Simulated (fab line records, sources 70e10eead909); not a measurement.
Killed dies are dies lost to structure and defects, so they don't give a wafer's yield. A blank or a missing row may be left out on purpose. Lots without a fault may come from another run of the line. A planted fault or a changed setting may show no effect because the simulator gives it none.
Which tool did it? | flow nand_harc | 14 lots, 40 wafers sampled, at 3 steps of a route of 1302

WHAT THE GAUGES READ, wafer by wafer
NHARC_A_CHANNEL_HOLE_D1_INSPECT_12. Usual: raw_defect_count 5.3, standard deviation 2.7.
lot  | measured     | on                | raw_defect_count | flag
L599 | day 8 17:29  | defect_inspect-01 | 7 3 5            |
L600 | day 9 11:16  | defect_inspect-01 | 2 5 5            |
L602 | day 9 14:55  | defect_inspect-01 | 4 2 4            |
L604 | day 10 05:41 | defect_inspect-02 | 5 4 6            |
L603 | day 10 06:02 | defect_inspect-01 | 9 4 9            |
L605 | day 10 22:44 | defect_inspect-01 | 3 10 1           |
L606 | day 11 13:59 | defect_inspect-01 | 9 8 9            |
L608 | day 12 01:23 | defect_inspect-02 | 4 5              |
L609 | day 12 21:27 | defect_inspect-02 | 6 6              |
L617 | day 15 19:07 | defect_inspect-01 | 3 13 2           |
L618 | day 16 08:17 | defect_inspect-01 | 5 3 5            |
L619 | day 16 20:35 | defect_inspect-02 | 8 10 6           |
L620 | day 17 07:37 | defect_inspect-02 | 8 3 5            |
L621 | day 17 21:02 | defect_inspect-02 | 3 1 2            |

NHARC_A_CHANNEL_HOLE_D1_CD_MEAS_18. Usual: cd_nm 98.8 nm, standard deviation 2.5.
lot  | measured     | on        | cd_nm (nm)       | flag
L599 | day 8 18:52  | cd_sem-03 | 106.1 98.8 105.3 |
L600 | day 9 13:04  | cd_sem-01 | 100.3 98.3 100.4 |
L602 | day 9 16:19  | cd_sem-03 | 100.3 101.5 97.3 |
L604 | day 10 07:13 | cd_sem-03 | 104.2 94.2 99.3  |
L603 | day 10 07:40 | cd_sem-01 | 97.2 91.5 97.6   |
L605 | day 10 23:54 | cd_sem-03 | 101.6 97.8 98.1  |
L606 | day 11 15:09 | cd_sem-03 | 100.1 96.8 99.2  |
L608 | day 12 02:33 | cd_sem-03 | 97.3 101.4       |
L609 | day 12 22:37 | cd_sem-01 | 96.4 97.3        |
L617 | day 15 20:44 | cd_sem-02 | 98.1 100.1 99.1  |
L618 | day 16 09:30 | cd_sem-01 | 97.2 98.5 100.9  |
L619 | day 16 21:44 | cd_sem-02 | 99.0 97.1 99.8   |
L620 | day 17 08:47 | cd_sem-02 | 96.8 102.6 103.6 |
L621 | day 17 22:13 | cd_sem-01 | 95.3 99.4 99.9   |

WHICH TOOL RAN EACH LOT (tool, then ch and the chambers of the sampled wafers, then the start)
lot  | NHARC_A_CHANNEL_HOLE_D1_ETCH_16
L599 | rie_diel-10 ch 0,1, day 8 18:11
L600 | rie_diel-12 ch 3, day 9 12:08
L602 | rie_diel-10 ch 0,1,3, day 9 15:41
L604 | rie_diel-10 ch 0,2, day 10 06:38
L603 | rie_diel-10 ch 0,1,2, day 10 07:15
L605 | rie_diel-10 ch 1,2, day 10 23:23
L606 | rie_diel-10 ch 0,2,3, day 11 14:34
L608 | rie_diel-10 ch 0,3, day 12 02:08
L609 | rie_diel-10 ch 1,2, day 12 22:02
L617 | rie_diel-10 ch 1,2,3, day 15 20:10
L618 | rie_diel-10 ch 0,1,2, day 16 08:55
L619 | rie_diel-10 ch 0,1,3, day 16 21:13
L620 | rie_diel-10 ch 0,2,3, day 17 08:19
L621 | rie_diel-10 ch 0,1,3, day 17 21:41
- NHARC_A_CHANNEL_HOLE_D1_ETCH_16: etches the open film in O2/COS, target depth 3100 nm, time 806 s.

WHAT THE TOOLS THEMSELVES READ (means of the sampled wafers that have a number; where no wafer has one, the mark that the record gives instead)
NHARC_A_CHANNEL_HOLE_D1_ETCH_16. Usual: drypump_motor_current_A 6.06 A, standard deviation 0.27; oes_product_au 1.004 a.u., standard deviation 0.012; rf_vpp_V 314.9 V, standard deviation 2; run_length_s 827.2 s, standard deviation 0.53; showerhead_plenum_p_Torr 3.18 Torr, standard deviation 0.13; throttle_valve_pct 28.329 %, standard deviation 0.0088.
lot  | tool        | drypump_motor_current_A (A) | oes_product_au (a.u.) | rf_vpp_V (V) | run_length_s (s) | showerhead_plenum_p_Torr (Torr) | throttle_valve_pct (%) | flag
L599 | rie_diel-10 | 5.99                        | 1.002                 | 315.4        | 827.4            | 3.23                            | 28.334                 |
L600 | rie_diel-12 | 6.32                        | 1.004                 | 315.8        | 827.8            | 3.19                            | 28.335                 |
L602 | rie_diel-10 | 6.07                        | 0.991                 | 315.9        | 827.1            | 3.26                            | 28.333                 |
L604 | rie_diel-10 | 6.09                        | 1.004                 | 314.8        | 827.5            | 3.16                            | 28.329                 |
L603 | rie_diel-10 | 6.11                        | 0.997                 | 314.5        | 827.4            | 3.13                            | 28.329                 |
L605 | rie_diel-10 | 6.05                        | 1.000                 | 313.4        | 826.8            | 3.09                            | 28.323                 |
L606 | rie_diel-10 | 6.18                        | 1.009                 | 315.2        | 827.2            | 3.19                            | 28.322                 |
L608 | rie_diel-10 | 6.12                        | 1.006                 | 317.3        | 716.2            | 3.30                            | 28.334                 | OFF
L609 | rie_diel-10 | 6.12                        | 1.008                 | 313.4        | 715.8            | 3.05                            | 28.331                 | OFF
L617 | rie_diel-10 | 6.15                        | 1.012                 | 314.4        | 826.7            | 3.15                            | 28.326                 |
L618 | rie_diel-10 | 6.09                        | 1.017                 | 313.8        | 827.1            | 3.12                            | 28.333                 |
L619 | rie_diel-10 | 6.07                        | 1.007                 | 315.7        | 827.0            | 3.25                            | 28.328                 |
L620 | rie_diel-10 | 6.19                        | 1.010                 | 315.6        | 827.4            | 3.18                            | 28.325                 |
L621 | rie_diel-10 | 6.07                        | 1.010                 | 315.5        | 827.1            | 3.25                            | 28.335                 |

THE ANSWER, worked out from the rows above alone
Rule: a lot is off if the mean of its wafers that have a number lies more than 3 standard deviations from the usual mean. A lot without any number at a reading at which 4 lots or more have one is off too. The other lots that the step has rows for count as sound. The gauges are gone through in route order, then the tools' own readings, and for those a lot's mean is taken as printed above. The first step at which some lot is off is used, and at that step the reading that is off furthest; a lot without a number counts as furthest.
Off: L608, L609, at NHARC_A_CHANNEL_HOLE_D1_ETCH_16 (run_length_s).
A tool fits if, at that step or a process step before it, it ran every lot that is off, and no sound lot after the first of them. None of those tried fits.

WHAT THE SIMULATOR HAD PUT IN
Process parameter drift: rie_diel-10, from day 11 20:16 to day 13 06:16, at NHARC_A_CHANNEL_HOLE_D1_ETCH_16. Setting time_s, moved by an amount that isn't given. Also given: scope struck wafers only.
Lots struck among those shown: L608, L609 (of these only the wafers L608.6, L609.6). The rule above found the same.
